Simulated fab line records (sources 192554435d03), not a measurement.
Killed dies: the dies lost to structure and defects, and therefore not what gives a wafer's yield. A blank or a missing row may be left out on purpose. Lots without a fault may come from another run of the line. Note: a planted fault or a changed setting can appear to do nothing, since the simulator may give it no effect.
fab line records | flow n5Finfet
record lots=24 wafers=72 lastDay=17
route steps=1938 shown BEOL_M12@1636 BEOL_M13@1659
lots that met no fault: from a run of the same line without faults
startH: start of the lot's first displayed wafer, in hours after the record's first day | waitH: hours from the lot's prior step to this one | " same as the row above | L1.1+2: several wafers, shown together as one row | - no value, or no start given | * or withheld: withheld | < > ~ a bound
route shown NAME@n: NAME is a module with steps in the file, n the number in the route of the first one | usual: average and standard deviation across the fault-free wafers | same: alike in all rows | chamber/n: place in a boat | sites: readings site by site | _std_site: how widely they spread, as a standard deviation | _edge_site: the outer-site mean with the inner-site mean subtracted | radiusMm: for every site, how far away it sits from the centre of the wafer | mask NAME#n: copy n | behind: the most recent tool/chamber to have shaped the wafer | hold: what put the lot on hold/how long, in hours/how the hold closed | device: whichever transistor did not switch (one of n, p or np) | end of line: the route-end tests of the same wafers | step lacking rows: just its recipe | killed: at the first sort, the dies lost to defects and structure; wafer yield is something else | map: a wafer's dies, x killed, . not, _ none there
set.NAME: setting as actually run; set.NAME@STEP: the setting as run at that earlier step | model.NAME: the simulator's own value behind a step, which no gauge read
a sample of lots followed through the steps of the route, with each step as a table and each wafer as a row
services: from which hour (startH, from the record's first day; less than 0 if before it) a tool's chamber was out of use, for how many hours, and why
## steps
# step N5_BEOL_M12_ETCH_67
# recipe chemistry=CF4 target=SiARC targetDepthA=1430 timeS=238.3 ionEnergyEv=80 pressureMtorr=40 sourceW=545 biasW=36 Ar_flow_sccm=100 cf4FlowSccm=100 ends=cleared
# usual biasW=36.01/0.097 drypumpMotorCurrentA=5.6/0.39 etchRfOnTimeS=236/4.7 oesProductAu=0.67/0.067 rfVppV=184.0/1.3 showerheadPlenumPTorr=2.12/0.07 throttleValvePct=15.58/0.14
# columns lot.wafer tool chamber startH waitH biasW drypumpMotorCurrentA etchRfOnTimeS oesProductAu rfHoursCounterH rfVppV showerheadPlenumPTorr throttleValvePct
L074.1 rieDiel-06 1 219.69 0.0 35.98 5.4 233 0.65 151 183.2 2.13 15.38
L074.3 " 3 " " 35.96 6.4 240 0.60 214 182.0 2.04 15.64
L074.6 " 3 " " 35.82 6.4 242 0.60 - 180.8 2.04 15.66
L076.1 rieDiel-05 3 228.37 0.0 35.94 5.2 229 0.77 32 183.1 2.09 15.62
L076.4 " 0 " " 36.08 5.7 233 0.62 208 184.6 2.12 15.72
L076.6 " 1 " " 35.81 5.2 239 0.61 - 184.5 2.11 15.69
L075.1 rieDiel-05 3 234.11 0.0 35.96 5.2 230 0.76 34 183.5 2.09 15.61
L075.3 " 1 " " 36.11 5.2 239 0.61 207 183.8 2.11 15.68
L075.6 " 1 " " 35.82 5.2 241 0.61 - 183.8 2.11 15.70
L077.2 rieDiel-05 2 253.42 0.0 36.08 5.7 234 0.63 212 185.2 2.21 15.40
L077.3 " 3 " " 36.12 5.2 233 0.75 40 184.3 2.09 15.63
L077.5 " 1 " " 35.97 5.2 239 0.60 - 184.2 2.11 15.72
L079.2 rieDiel-03 0 260.45 0.0 36.21 6.1 237 0.67 129 183.9 2.07 15.65
L079.4 " 2 " " 35.92 6.2 236 0.62 201 181.3 2.03 15.68
L079.6 " 1 " " 36.08 5.3 238 0.77 - 183.7 2.18 15.57
L081.3 rieDiel-03 2 262.63 0.0 36.03 6.1 230 0.62 201 183.7 2.03 15.68
L081.5 " 3 " " 36.26 5.6 238 0.72 - 182.7 2.08 15.52
L081.6 " 2 " " 36.06 6.2 228 0.62 - 183.6 2.03 15.67
L080.1 rieDiel-03 2 263.22 0.0 36.13 6.2 230 0.62 202 184.3 2.03 15.67
L080.4 " 1 " " 36.11 5.3 233 0.77 39 184.3 2.18 15.58
L080.5 " 3 " " 36.15 5.6 239 0.71 - 182.4 2.08 15.53
L078.1 rieDiel-03 3 263.71 0.0 36.12 5.6 239 0.72 73 182.1 2.08 15.55
L078.2 " 1 " " 35.90 5.3 231 0.78 39 185.3 2.18 15.59
L078.5 " 3 " " 35.96 5.6 239 0.71 - 181.7 2.08 15.56
L082.1 rieDiel-05 3 265.87 0.0 36.15 5.2 230 0.74 44 183.4 2.09 15.62
L082.2 " 2 " " 36.00 5.6 236 0.62 217 184.5 2.21 15.42
L082.5 " 2 " " 36.01 5.7 235 0.62 - 185.5 2.21 15.42
L084.1 rieDiel-06 2 286.92 0.0 35.97 5.6 243 0.74 39 186.4 2.26 15.38
L084.2 " 3 " " 35.88 6.4 240 0.59 237 182.9 2.03 15.68
L084.3 " 0 " " 36.07 5.0 243 0.79 15 183.7 2.19 15.42
L083.2 rieDiel-03 2 286.96 0.0 35.96 6.2 227 0.62 210 184.7 2.03 15.69
L083.3 " 0 " " 36.11 6.1 228 0.67 141 180.5 2.07 15.69
L083.4 " 3 " " 36.01 5.6 235 0.72 80 185.3 2.08 15.55
L085.1 rieDiel-05 1 295.71 0.0 35.94 5.2 242 0.59 228 183.3 2.11 15.72
L085.2 " 3 " " 36.01 5.2 233 0.73 54 183.7 2.09 15.66
L085.3 " 0 " " 35.89 5.7 233 0.60 232 184.7 2.11 15.78
L086.1 rieDiel-05 2 304.91 0.0 36.05 5.7 236 0.61 230 184.9 2.20 15.43
L086.2 " 3 " " 36.13 5.2 232 0.73 58 184.1 2.09 15.67
L086.4 " 0 " " 35.93 5.7 235 0.59 236 184.3 2.11 15.79
L088.2 rieDiel-06 3 309.10 0.0 36.03 6.4 240 0.59 244 185.5 2.03 15.69
L088.3 " 1 " " 35.99 5.4 237 0.62 185 184.6 2.12 15.44
L088.5 " 3 " " 35.94 6.4 243 0.58 - 181.9 2.03 15.72
L087.1 rieDiel-03 0 309.82 0.0 36.11 6.1 236 0.65 150 182.0 2.06 15.72
L087.5 " 3 " " 36.05 5.6 241 0.69 - 184.4 2.08 15.57
L087.6 " 2 " " 35.89 6.2 230 0.61 - 183.2 2.03 15.72
L089.2 rieDiel-06 0 324.46 0.0 36.07 5.0 245 0.76 27 185.1 2.18 15.42
L089.5 " 2 " " 35.90 5.6 246 0.72 - 185.2 2.26 15.39
L089.6 " 3 " " 36.03 6.4 241 0.58 - 183.6 2.03 15.71
L091.1 rieDiel-06 2 329.94 0.0 36.09 5.6 245 0.72 53 185.7 2.26 15.40
L091.2 " 1 " " 35.98 5.4 237 0.62 192 182.4 2.12 15.44
L091.6 " 1 " " 35.94 5.4 237 0.62 - 183.4 2.12 15.45
L092.1 rieDiel-06 0 331.68 0.0 35.90 5.0 243 0.76 29 184.9 2.18 15.45
L092.2 " 1 " " 35.94 5.4 236 0.62 192 184.6 2.12 15.46
L092.4 " 0 " " 36.22 5.0 245 0.76 - 183.1 2.18 15.44
L090.1 rieDiel-03 1 332.09 0.0 36.01 5.3 233 0.75 63 184.2 2.17 15.64
L090.3 " 3 " " 35.99 5.6 240 0.69 94 183.7 2.08 15.57
L090.4 " 2 " " 36.06 6.2 232 0.61 224 183.3 2.03 15.72
L093.2 rieDiel-05 3 338.65 0.0 36.12 5.2 231 0.71 71 182.8 2.08 15.71
L093.5 " 3 " " 36.21 5.2 231 0.71 - 183.1 2.08 15.70
L093.6 " 0 " " 35.94 5.7 234 0.59 - 183.6 2.10 15.82
L094.3 rieDiel-03 2 344.54 0.0 36.08 6.2 235 0.60 230 181.0 2.02 15.73
L094.4 " 1 " " 36.08 5.3 234 0.73 69 183.6 2.17 15.65
L094.5 " 2 " " 36.06 6.2 231 0.60 - 180.7 2.03 15.76
L095.1 rieDiel-06 1 347.71 0.0 36.04 5.4 234 0.62 200 183.4 2.12 15.46
L095.2 " 0 " " 35.87 5.0 244 0.74 37 183.7 2.18 15.44
L095.6 " 1 " " 36.06 5.4 235 0.62 - 183.6 2.12 15.48
L096.1 rieDiel-05 0 370.36 0.0 36.13 5.7 235 0.82 6 182.3 2.10 15.33
L096.2 " 3 " " 36.05 5.2 232 0.70 84 183.5 2.08 15.73
L096.5 " 2 " " 36.05 5.6 238 0.60 - 185.3 2.20 15.49
L097.1 rieDiel-03 1 370.52 0.0 35.88 5.3 230 0.72 77 184.7 2.16 15.68
L097.2 " 2 " " 35.94 6.2 231 0.60 238 183.0 2.02 15.75
L097.5 " 1 " " 35.91 5.3 233 0.73 - 186.0 2.16 15.67
# step N5_BEOL_M12_PRE_CLEAN_42
# recipe gas=H2/He timeS=30 tempC=250
# usual heaterPowerW=363/50
# columns lot.wafer tool chamber startH waitH heaterPowerW
L074.1 pvdSputter-02 - 221.25 0.0 308
L074.3 " - " " 461
L074.6 " - " " 464
L076.1 pvdSputter-02 - 230.61 0.0 462
L076.4 " - " " 305
L076.6 " - " " 368
L075.1 pvdSputter-02 - 235.88 0.0 450
L075.3 " - " " 364
L075.6 " - " " 365
L077.2 pvdSputter-02 - 254.96 0.0 378
L077.3 " - " " 457
L077.5 " - " " 357
L079.2 pvdSputter-03 - 261.61 0.0 391
L079.4 " - " " 278
L079.6 " - " " 386
L081.3 pvdSputter-01 - 263.65 0.0 408
L081.5 " - " " 357
L081.6 " - " " 401
L080.1 pvdSputter-02 - 264.15 0.0 450
L080.4 " - " " 376
L080.5 " - " " 354
L078.1 pvdSputter-03 - 270.00 0.0 392
L078.2 " - " " 314
L078.5 " - " " 277
L082.1 pvdSputter-02 - 270.15 0.0 354
L082.2 " - " " 305
L082.5 " - " " 462
L084.1 pvdSputter-01 - 289.48 0.0 338
L084.2 " - " " 420
L084.3 " - " " 414
L083.2 pvdSputter-01 - 290.40 0.0 400
L083.3 " - " " 419
L083.4 " - " " 342
L085.1 pvdSputter-03 - 297.96 0.0 307
L085.2 " - " " 384
L085.3 " - " " 273
L086.1 pvdSputter-02 - 307.47 0.0 300
L086.2 " - " " 459
L086.4 " - " " 366
L088.2 pvdSputter-03 - 310.63 0.0 282
L088.3 " - " " 379
L088.5 " - " " 270
L087.1 pvdSputter-02 - 310.83 0.0 319
L087.5 " - " " 362
L087.6 " - " " 366
L089.2 pvdSputter-01 - 326.59 0.0 338
L089.5 " - " " 332
L089.6 " - " " 404
L091.1 pvdSputter-03 - 334.56 0.0 313
L091.2 " - " " 385
L091.6 " - " " 275
L092.1 pvdSputter-01 - 334.79 0.0 406
L092.2 " - " " 372
L092.4 " - " " 345
L090.1 pvdSputter-01 - 336.95 0.0 353
L090.3 " - " " 410
L090.4 " - " " 361
L093.2 pvdSputter-02 - 341.80 0.0 362
L093.5 " - " " 305
L093.6 " - " " 461
L094.3 pvdSputter-01 - 348.26 0.0 340
L094.4 " - " " 359
L094.5 " - " " 399
L095.1 pvdSputter-02 - 349.90 0.0 356
L095.2 " - " " 312
L095.6 " - " " 303
L096.1 pvdSputter-03 - 371.51 0.0 376
L096.2 " - " " 279
L096.5 " - " " 378
L097.1 pvdSputter-03 - 371.97 0.0 376
L097.2 " - " " 281
L097.5 " - " " 379
# step N5_BEOL_M12_SPUTTER_45
# recipe material=Cu targetThkA=800 tempC=-20 biasV=60 powerW=26000 chamberPressurePa=0.13 timeS=13.33
# usual throttleValvePct=30.3/1.1
# columns lot.wafer tool chamber startH waitH throttleValvePct
L074.1 pvdSputter-02 - 221.45 0.0 30.5
L074.3 " - " " 28.8
L074.6 " - " " 29.1
L076.1 pvdSputter-02 - 230.81 0.0 28.8
L076.4 " - " " 30.2
L076.6 " - " " 31.3
L075.1 pvdSputter-02 - 236.08 0.0 28.7
L075.3 " - " " 30.0
L075.6 " - " " 29.8
L077.2 pvdSputter-02 - 255.16 0.0 31.8
L077.3 " - " " 28.9
L077.5 " - " " 29.8
L079.2 pvdSputter-03 - 261.81 0.0 29.2
L079.4 " - " " 30.2
L079.6 " - " " 29.1
L081.3 pvdSputter-01 - 263.85 0.0 31.4
L081.5 " - " " 29.4
L081.6 " - " " 31.7
L080.1 pvdSputter-02 - 264.35 0.0 29.0
L080.4 " - " " 31.3
L080.5 " - " " 30.1
L078.1 pvdSputter-03 - 270.20 0.0 31.9
L078.2 " - " " 28.4
L078.5 " - " " 30.3
L082.1 pvdSputter-02 - 270.35 0.0 30.2
L082.2 " - " " 30.3
L082.5 " - " " 29.1
L084.1 pvdSputter-01 - 289.68 0.0 30.8
L084.2 " - " " 31.0
L084.3 " - " " 31.7
L083.2 pvdSputter-01 - 290.60 0.0 31.4
L083.3 " - " " 30.8
L083.4 " - " " 31.0
L085.1 pvdSputter-03 - 298.16 0.0 28.2
L085.2 " - " " 31.7
L085.3 " - " " 30.3
L086.1 pvdSputter-02 - 307.67 0.0 30.3
L086.2 " - " " 29.1
L086.4 " - " " 31.4
L088.2 pvdSputter-03 - 310.83 0.0 30.4
L088.3 " - " " 29.1
L088.5 " - " " 30.4
L087.1 pvdSputter-02 - 311.03 0.0 30.4
L087.5 " - " " 29.9
L087.6 " - " " 31.5
L089.2 pvdSputter-01 - 326.79 0.0 30.9
L089.5 " - " " 31.0
L089.6 " - " " 31.7
L091.1 pvdSputter-03 - 334.76 0.0 28.3
L091.2 " - " " 29.2
L091.6 " - " " 30.1
L092.1 pvdSputter-01 - 334.99 0.0 31.7
L092.2 " - " " 29.6
L092.4 " - " " 31.2
L090.1 pvdSputter-01 - 337.15 0.0 29.5
L090.3 " - " " 31.6
L090.4 " - " " 29.8
L093.2 pvdSputter-02 - 342.00 0.0 30.0
L093.5 " - " " 30.5
L093.6 " - " " 28.7
L094.3 pvdSputter-01 - 348.46 0.0 31.1
L094.4 " - " " 29.5
L094.5 " - " " 31.5
L095.1 pvdSputter-02 - 350.10 0.0 29.9
L095.2 " - " " 30.3
L095.6 " - " " 30.6
L096.1 pvdSputter-03 - 371.71 0.0 32.0
L096.2 " - " " 30.2
L096.5 " - " " 31.9
L097.1 pvdSputter-03 - 372.17 0.0 31.5
L097.2 " - " " 30.1
L097.5 " - " " 31.7
# step N5_BEOL_M13_ILD_DEP_00
# recipe material=SiOC targetThkA=8379.2 tempC=350 precursor=DEMS/O2 pressureTorr=5 rfW=500 timeS=166.4
# usual chamberPressureTorr=4.999/0.01 heaterPowerW=476/58 showerheadPlenumPTorr=5.699/0.015 showerheadVppV=1382/61 throttleValvePct=12.0/0.68
# columns lot.wafer tool chamber startH waitH chamberPressureTorr heaterPowerW showerheadPlenumPTorr showerheadVppV throttleValvePct
L074.1 pecvd-04 1 222.50 0.0 5.003 487 5.692 1325 13.0
L074.3 " 0 " " 4.996 436 5.676 1275 11.7
L074.6 " 1 " " 4.998 531 5.674 1308 12.6
L076.1 pecvd-04 1 231.85 0.0 5.006 504 5.704 1310 13.0
L076.4 " 0 " " 5.005 457 5.689 1272 11.7
L076.6 " 2 " " 4.991 543 5.726 1445 10.6
L075.1 pecvd-02 0 237.12 0.0 5.019 559 5.702 1440 12.9
L075.3 " 2 " " 5.011 434 5.694 1370 11.7
L075.6 " 2 " " 5.000 462 5.705 1370 11.7
L077.2 pecvd-04 2 256.20 0.0 5.016 447 5.722 1397 10.8
L077.3 " 1 " " 4.993 484 5.698 1300 12.9
L077.5 " 1 " " 4.999 521 5.706 1313 13.1
L079.2 pecvd-04 0 262.85 0.0 5.005 500 5.694 1269 11.8
L079.4 " 0 " " 5.009 397 5.677 1277 11.8
L079.6 " 2 " " 5.009 508 5.717 1420 10.5
L081.3 pecvd-03 0 264.90 0.0 4.992 468 5.684 1345 12.3
L081.5 " 2 " " 5.012 389 5.679 1387 11.1
L081.6 " 1 " " 4.999 516 5.709 1463 12.5
L080.1 pecvd-02 2 265.43 0.0 5.008 484 5.697 1387 12.0
L080.4 " 0 " " 4.996 469 5.690 1439 12.8
L080.5 " 1 " " 4.997 543 5.700 1357 12.4
L078.1 pecvd-03 0 271.26 0.0 4.990 471 5.691 1342 12.3
L078.2 " 1 " " 5.013 462 5.716 1477 12.5
L078.5 " 1 " " 4.999 541 5.720 1492 12.3
L082.1 pecvd-02 2 271.51 0.0 5.002 447 5.715 1388 11.7
L082.2 " 0 " " 5.002 538 5.677 1464 12.9
L082.5 " 1 " " 5.023 423 5.695 1372 12.2
L084.1 pecvd-02 2 290.76 0.0 4.986 450 5.693 1347 11.9
L084.2 " 1 " " 5.001 515 5.703 1370 12.4
L084.3 " 0 " " 5.004 582 5.710 1445 12.7
L083.2 pecvd-03 0 291.71 0.0 4.986 415 5.690 1359 12.5
L083.3 " 2 " " 4.993 417 5.698 1403 11.4
L083.4 " 0 " " 4.996 440 5.691 1355 11.9
L085.1 pecvd-02 1 299.22 0.0 5.002 519 5.688 1360 12.0
L085.2 " 2 " " 5.005 483 5.711 1365 11.7
L085.3 " 0 " " 4.975 500 5.700 1453 12.7
L086.1 pecvd-03 2 308.84 0.0 4.990 342 5.682 1355 11.6
L086.2 " 1 " " 5.001 522 5.719 1470 12.2
L086.4 " 0 " " 5.011 462 5.688 1369 12.1
L088.2 pecvd-04 0 311.87 0.0 4.997 458 5.671 1300 11.8
L088.3 " 1 " " 5.010 485 5.694 1284 12.9
L088.5 " 0 " " 5.000 474 5.685 1266 11.6
L087.1 pecvd-04 0 312.15 0.0 5.025 501 5.684 1282 11.9
L087.5 " 0 " " 4.995 387 5.669 1282 11.8
L087.6 " 1 " " 4.996 542 5.693 1304 12.8
L089.2 pecvd-03 0 328.21 0.0 4.998 448 5.699 1375 12.1
L089.5 " 2 " " 5.007 416 5.695 1390 11.4
L089.6 " 0 " " 4.984 481 5.664 1369 12.4
L091.1 pecvd-02 2 335.80 0.0 5.005 486 5.693 1360 11.7
L091.2 " 0 " " 5.008 572 5.699 1454 13.0
L091.6 " 1 " " 4.992 502 5.706 1349 12.1
L092.1 pecvd-03 2 336.25 0.0 4.994 360 5.671 1400 11.2
L092.2 " 1 " " 4.986 532 5.704 1467 12.3
L092.4 " 0 " " 4.992 442 5.720 1337 12.2
L090.1 pecvd-02 0 338.27 0.0 4.992 564 5.697 1461 12.8
L090.3 " 2 " " 4.996 449 5.705 1378 11.7
L090.4 " 1 " " 5.000 478 5.700 1366 12.3
L093.2 pecvd-04 0 343.05 0.0 4.987 477 5.683 1274 11.9
L093.5 " 1 " " 4.996 458 5.693 1312 13.2
L093.6 " 0 " " 5.000 501 5.685 1294 11.7
L094.3 pecvd-03 1 349.50 0.0 5.001 507 5.712 1508 12.6
L094.4 " 1 " " 5.001 534 5.730 1481 12.1
L094.5 " 0 " " 4.998 383 5.697 1349 12.3
L095.1 pecvd-03 0 351.14 0.0 4.992 463 5.676 1358 11.9
L095.2 " 2 " " 4.994 410 5.684 1409 11.3
L095.6 " 2 " " 4.994 341 5.695 1389 11.3
L096.1 pecvd-02 1 372.75 0.0 5.002 504 5.669 1369 12.1
L096.2 " 0 " " 4.985 571 5.693 1478 12.7
L096.5 " 0 " " 4.982 484 5.689 1467 12.9
L097.1 pecvd-02 2 373.21 0.0 4.997 478 5.705 1342 11.9
L097.2 " 0 " " 4.990 533 5.711 1428 12.8
L097.5 " 0 " " 5.000 556 5.693 1477 12.9
# step N5_BEOL_M13_THK_MEAS_01
# recipe reads=SiOC_of_BEOL_M13_ILD_DEP_00
# usual M13_ILD_THK=840/11
# columns lot.wafer tool chamber startH waitH M13_ILD_THK[nm]
L074.1 filmMetro-01 - 222.65 0.1 834
L074.3 " - " " 839
L074.6 " - " " 852
L076.1 filmMetro-01 - 232.00 0.1 849
L076.4 " - " " 858
L076.6 " - " " 860
L075.1 filmMetro-01 - 237.27 0.1 822
L075.3 " - " " 833
L075.6 " - " " 848
L077.2 filmMetro-01 - 256.35 0.1 840
L077.3 " - " " 834
L077.5 " - " " 843
L079.2 filmMetro-01 - 263.00 0.1 835
L079.4 " - " " 862
L079.6 " - " " 852
L081.3 filmMetro-01 - 265.05 0.1 829
L081.5 " - " " 842
L081.6 " - " " 826
L080.1 filmMetro-02 - 265.64 0.2 837
L080.4 " - " " 835
L080.5 " - " " 850
L078.1 filmMetro-01 - 271.47 0.2 830
L078.2 " - " " 818
L078.5 " - " " 842
L082.1 filmMetro-01 - 271.66 0.1 826
L082.2 " - " " 811
L082.5 " - " " 837
L084.1 filmMetro-02 - 291.19 0.4 833
L084.2 " - " " 839
L084.3 " - " " 816
L083.2 filmMetro-02 - 291.92 0.2 840
L083.3 " - " " 862
L083.4 " - " " 846
L085.1 filmMetro-02 - 299.37 0.1 842
L085.2 " - " " 833
L085.3 " - " " 836
L086.1 filmMetro-01 - 308.99 0.1 838
L086.2 " - " " 826
L086.4 " - " " 850
L088.2 filmMetro-02 - 312.02 0.1 842
L088.3 " - " " 825
L088.5 " - " " 853
L087.1 filmMetro-01 - 312.30 0.1 829
L087.5 " - " " 856
L087.6 " - " " 856
L089.2 filmMetro-02 - 328.36 0.1 839
L089.5 " - " " 857
L089.6 " - " " 858
L091.1 filmMetro-02 - 335.95 0.1 823
L091.2 " - " " 825
L091.6 " - " " 849
L092.1 filmMetro-01 - 336.40 0.1 832
L092.2 " - " " 817
L092.4 " - " " 856
L090.1 filmMetro-01 - 338.42 0.1 829
L090.3 " - " " 832
L090.4 " - " " 845
L093.2 filmMetro-01 - 343.20 0.1 837
L093.5 " - " " 827
L093.6 " - " " 840
L094.3 filmMetro-01 - 349.66 0.1 828
L094.4 " - " " 833
L094.5 " - " " 866
L095.1 filmMetro-02 - 351.29 0.1 828
L095.2 " - " " 847
L095.6 " - " " 843
L096.1 filmMetro-01 - 372.90 0.1 833
L096.2 " - " " 829
L096.5 " - " " 839
L097.1 filmMetro-01 - 373.37 0.1 822
L097.2 " - " " 837
L097.5 " - " " 850
# step N5_BEOL_M13_STRIP_64
# recipe chemistry=N2/H2 powerW=1000 tempC=250 h2Frac=0.65 overashFraction=0.3 pressureMtorr=withheld n2FlowSccm=1750 h2FlowSccm=3250
# usual drypumpMotorCurrentA=5.40/0.16 heaterPowerW=341/36 oesProductAu=0.715/0.004 stripTimeToEndpointS=31.32/0.073
# columns lot.wafer tool chamber startH waitH drypumpMotorCurrentA heaterPowerW oesProductAu rfHoursCounterH stripTimeToEndpointS
L074.1 plasmaAsher-02 1 223.74 0.0 5.30 297 0.710 112 31.31
L074.3 " 1 " " 5.30 293 0.712 - 31.41
L074.6 " 0 " " 5.53 372 0.719 - 31.28
L076.1 plasmaAsher-02 0 232.90 0.0 5.51 371 0.716 114 31.24
L076.4 " 0 " " 5.52 363 0.719 - 31.24
L076.6 " 1 " " 5.26 303 0.720 - 31.24
L075.1 plasmaAsher-02 1 238.29 0.0 5.31 290 0.709 116 31.32
L075.3 " 1 " " 5.30 300 0.718 - 31.27
L075.6 " 1 " " 5.30 301 0.714 - 31.32
L077.2 plasmaAsher-01 1 257.46 0.0 5.60 367 0.715 76 31.29
L077.3 " 0 " " 5.17 320 0.712 - 31.27
L077.5 " 1 " " 5.58 376 0.715 - 31.17
L079.2 plasmaAsher-02 1 264.09 0.0 5.29 294 0.714 121 31.29
L079.4 " 1 " " 5.31 300 0.707 - 31.27
L079.6 " 1 " " 5.32 296 0.718 - 31.27
L081.3 plasmaAsher-02 1 265.84 0.0 5.25 289 0.709 - 31.20
L081.5 " 0 " " 5.52 371 0.715 - 31.22
L081.6 " 1 " " 5.29 289 0.710 - 31.24
L080.1 plasmaAsher-02 1 266.63 0.0 5.26 296 0.713 122 31.33
L080.4 " 1 " " 5.28 287 0.713 - 31.38
L080.5 " 1 " " 5.29 296 0.721 - 31.37
L078.1 plasmaAsher-02 1 272.25 0.0 5.32 297 0.717 123 31.40
L078.2 " 0 " " 5.52 375 0.710 123 31.35
L078.5 " 0 " " 5.51 375 0.714 - 31.35
L082.1 plasmaAsher-01 1 272.56 0.0 5.59 371 0.708 78 31.28
L082.2 " 0 " " 5.16 329 0.723 78 31.21
L082.5 " 0 " " 5.18 322 0.715 - 31.24
L084.1 plasmaAsher-01 0 292.09 0.0 5.16 326 0.715 82 31.20
L084.2 " 1 " " 5.59 372 0.714 82 31.26
L084.3 " 1 " " 5.60 383 0.720 - 31.25
L083.2 plasmaAsher-01 1 292.82 0.0 5.60 376 0.713 83 31.46
L083.3 " 1 " " 5.60 383 0.711 - 31.42
L083.4 " 0 " " 5.16 323 0.717 - 31.38
L085.1 plasmaAsher-02 1 301.53 0.0 5.30 300 0.717 128 31.22
L085.2 " 0 " " 5.53 376 0.711 128 31.31
L085.3 " 0 " " 5.53 373 0.713 - 31.21
L086.1 plasmaAsher-01 0 310.11 0.0 5.17 327 0.707 86 31.29
L086.2 " 1 " " 5.58 380 0.716 86 31.24
L086.4 " 0 " " 5.21 328 0.711 - 31.28
L088.2 plasmaAsher-01 1 312.92 0.0 5.60 368 0.713 87 31.41
L088.3 " 0 " " 5.18 321 0.719 - 31.40
L088.5 " 0 " " 5.17 324 0.713 - 31.40
L087.1 plasmaAsher-02 0 313.37 0.0 5.52 380 0.714 130 31.36
L087.5 " 1 " " 5.32 299 0.717 - 31.33
L087.6 " 0 " " 5.52 383 0.709 - 31.43
L089.2 plasmaAsher-02 1 329.13 0.0 5.29 286 0.722 133 31.39
L089.5 " 0 " " 5.52 372 0.715 - 31.36
L089.6 " 1 " " 5.32 300 0.716 - 31.36
L091.1 plasmaAsher-02 0 336.87 0.0 5.52 370 0.712 135 31.33
L091.2 " 1 " " 5.33 298 0.719 135 31.34
L091.6 " 1 " " 5.35 299 0.714 - 31.28
L092.1 plasmaAsher-01 1 337.30 0.0 5.59 379 0.716 92 31.35
L092.2 " 0 " " 5.17 327 0.714 92 31.29
L092.4 " 1 " " 5.60 378 0.715 - 31.22
L090.1 plasmaAsher-02 0 339.32 0.0 5.54 372 0.709 136 31.28
L090.3 " 0 " " 5.52 376 0.712 - 31.22
L090.4 " 1 " " 5.30 301 0.718 - 31.31
L093.2 plasmaAsher-02 1 344.10 0.0 5.32 287 0.710 137 31.34
L093.5 " 0 " " 5.52 377 0.712 - 31.31
L093.6 " 1 " " 5.30 292 0.705 - 31.31
L094.3 plasmaAsher-01 1 350.64 0.0 5.59 383 0.718 - 31.31
L094.4 " 0 " " 5.18 324 0.716 - 31.28
L094.5 " 0 " " 5.18 320 0.714 - 31.29
L095.1 plasmaAsher-02 1 352.06 0.0 5.31 295 0.721 138 31.40
L095.2 " 0 " " 5.50 365 0.714 138 31.41
L095.6 " 1 " " 5.28 292 0.717 - 31.50
L096.1 plasmaAsher-01 0 374.07 0.0 5.18 325 0.720 98 31.39
L096.2 " 1 " " 5.57 370 0.713 98 31.33
L096.5 " 0 " " 5.18 323 0.723 - 31.36
L097.1 plasmaAsher-01 1 374.19 0.0 5.59 371 0.719 98 31.41
L097.2 " 0 " " 5.19 335 0.710 98 31.38
L097.5 " 0 " " 5.17 325 0.709 - 31.39
## services
# columns tool chamber startH hours kind
plasmaAsher-02 - 195.77 10.0 pm
pecvd-02 1 207.07 5.5 scheduledDown
pecvd-02 2 213.03 5.5 scheduledDown
plasmaAsher-01 - 218.64 0.6 repair
rieDiel-03 0 223.19 7.0 repair
plasmaAsher-02 - 247.42 3.9 repair
rieDiel-06 3 249.82 7.8 repair
rieDiel-06 1 268.25 3.5 repair
pecvd-03 2 270.65 2.1 repair
rieDiel-05 1 280.42 2.5 repair
pecvd-03 1 288.67 5.5 scheduledDown
pvdSputter-01 - 290.79 0.8 repair
pvdSputter-01 - 294.87 7.9 repair
pecvd-03 0 303.45 5.0 repair
pecvd-02 - 303.54 3.5 repair
pvdSputter-02 - 330.33 4.9 repair
rieDiel-05 0 343.60 - clean
rieDiel-05 0 343.60 - consumableReplace:focusRing
rieDiel-05 0 343.60 13.6 scheduledDown
rieDiel-05 0 343.60 13.6 ventCycle
plasmaAsher-01 - 354.46 7.5 repair
rieDiel-05 1 357.20 - clean
rieDiel-05 1 357.20 - consumableReplace:focusRing
rieDiel-05 1 357.20 21.8 scheduledDown
## key
fault none
